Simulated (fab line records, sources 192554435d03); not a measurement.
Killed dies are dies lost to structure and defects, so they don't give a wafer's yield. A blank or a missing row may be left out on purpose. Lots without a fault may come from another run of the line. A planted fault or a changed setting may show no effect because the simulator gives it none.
A struck lot beside a sound one | flow n5_finfet | 38 steps out of a route of 1938
Sound: wafers L724.3, L724.5, L724.6. Struck: wafers L711.2, L711.5, L711.6. The cause comes at the end.
At each step with rows: each side's tool, then ch and its chambers, then its first start. Under that, the readings that differ: sound wafers | struck wafers | difference of the means | sigmas: that difference in standard deviations of wafers without a fault.
alike: readings whose means differ by less than 2 such deviations, and words and numbers that are the same on both sides. not compared: withheld readings, readings that some wafer has no value for, bounds like >300 that may hide the same value, and numbers for which the record gives no deviation and whose values overlap.
The two part at a step that has a row with sigmas, a row that says differs or no value, or rows on one side only. Numbers that don't overlap but have no deviation are shown without sigmas and don't part them. A reading that every wafer of one side lacks parts them only if that side has two wafers or more.

first, 12 steps without rows for these wafers: N5_SDB_ETCH_18 (etches SOC in N2/H2, target depth 100 nm, overetch 20 nm, time 150 s); N5_SDB_STRIP_19 (strips in N2/H2); N5_SDB_STRIP_21 (strips in CF4); N5_SDB_HM_OPEN_20 (chemistry CH3F/O2, target SiNx, stops on poly-Si, target depth 24 nm); N5_SDB_STRIP_22 (strips in N2/H2); N5_SDB_PRECLEAN_23 (cleans in dHF, time 30 s); N5_SDB_DUMMY_REMOVE_24 (chemistry TMAH, target poly-Si, stops on SiO2, target depth 142 nm, time 57 s, rinse time 30 s); N5_SDB_ETCH_25 (etches SiO2 in C4F6/O2, target depth 10 nm, time 3.3 s); N5_SDB_CUT_ETCH_26 (etches Si in HBr/Cl2/O2, target depth 129.6 nm, bt time 20 s, time 51.8 s); N5_SDB_PRECLEAN_38 (cleans in dHF, time 10 s); N5_SDB_PRECLEAN_39 (cleans in O3/DIW, time 45 s); N5_SDB_SRD_28 (time 30 s).
N5_SDB_ALD_29: deposits SiNx, target thk 30 nm, pulse time 1 s, ald cycles 600.
  sound on ald_sin-01 ch 0,2,3, day 9 08:59; struck on ald_sin-04 ch 0,2, day 6 02:25
  reading                              | sound       | struck         | difference | sigmas
  ald_cycles                           | 600 600 600 | 694 694 694    | +94        |
  model.SiNx_of_SDB_ALD_29.thk_nm (nm) | 30 30 30    | 34.6 34.8 34.8 | +4.7       |
  alike: heater_power_outer_w, heater_power_w, precursor_pulse_height_rel
then, 23 steps without rows for these wafers: N5_SDB_CMP_30 (polishes, stops on poly-Si, t overpolish 1.54 s, target thk 30 nm); N5_DUMMY_REMOVAL_HM_STRIP_01 (strips SiNx in CH3F/O2, stops on poly-Si, target depth 4 nm, time 6.8 s); N5_DUMMY_REMOVAL_STRIP_10 (strips in N2/H2, time 40 s); N5_DUMMY_REMOVAL_PRECLEAN_07 (cleans in dHF, time 30 s); N5_DUMMY_REMOVAL_DUMMY_REMOVE_02 (chemistry TMAH, target poly-Si, stops on SiO2, target depth 142 nm, time 57 s, rinse time 30 s); N5_DUMMY_REMOVAL_PRECLEAN_08 (cleans in NF3:NH3, afs cycles 2, time 20 s, sublimation time 60 s); N5_DUMMY_REMOVAL_PRECLEAN_04 (cleans in DHF, time 37 s); N5_DUMMY_REMOVAL_SRD_05 (time 30 s); N5_HKMG_FIN_IL_REGROW_00 (material SiO2, chemistry O3, target thk 0.75 nm, time 30 s); N5_HKMG_FIN_HK_ALD_01 (deposits HfO2, target thk 1.6 nm, pulse time 3 s, purge time 3 s); N5_HKMG_FIN_HK_ANNEAL_02 (time 30 s); N5_HKMG_FIN_ALD_74 (deposits La2O3, target thk 0.5 nm, pulse time 6 s, co reactant pulse time 1 s); N5_HKMG_FIN_ALD_75 (deposits Al2O3, target thk 1 nm, co reactant pulse time 1 s); N5_HKMG_FIN_COAT_41 (time 60 s, resist thk 300 nm); N5_HKMG_FIN_COAT_42 (time 60 s, resist thk 35 nm); N5_HKMG_FIN_COAT_43 (resist thk 90 nm); N5_HKMG_FIN_EBR_45; N5_HKMG_FIN_SOFTBAKE_44 (time 60 s); N5_HKMG_FIN_EXPOSE_46 (exposes mask NDIPOLE); N5_HKMG_FIN_PEB_47 (peb time 60 s); N5_HKMG_FIN_DEVELOP_48 (develop time 30 s); N5_HKMG_FIN_DESCUM_53 (chemistry O2, time 7.9 s); N5_HKMG_FIN_ETCH_54 (etches SiARC in CF4, target depth 45.5 nm, time 75.8 s).
N5_GATE_CUT_ETCH_58: etches SiNx in CH3F/O2, target depth 17 nm, time 128.6 s.
  sound on rie_diel-01 ch 0,2,3, day 9 22:15; struck on rie_diel-02 ch 0,3, day 6 17:22
  alike: drypump_motor_current_A, oes_product_au, rf_vpp_V, showerhead_plenum_p_Torr, throttle_valve_pct
  not compared: rf_hours_counter_h, model.SiNx_of_SDB_ALD_29.thk_nm
-- the record jumps here: 4 days lie between the struck wafers' starts before and after (it left off in module GATE_CUT and takes up again in module BEOL_M4, whose first step shown is number 1111 of the route) --
N5_BEOL_M4_RC_MEAS_101:
  sound on prober-02 ch 0, day 14 04:46; struck on prober-02 ch 0, day 10 11:22
  alike: DIBL_N, DIBL_P, IOFF_N, IOFF_P, ION_N, ION_P, SS_N, SS_P, VT_N, VT_P

WHERE THEY PART
Nowhere in this record.

WHY: what the simulator had put in
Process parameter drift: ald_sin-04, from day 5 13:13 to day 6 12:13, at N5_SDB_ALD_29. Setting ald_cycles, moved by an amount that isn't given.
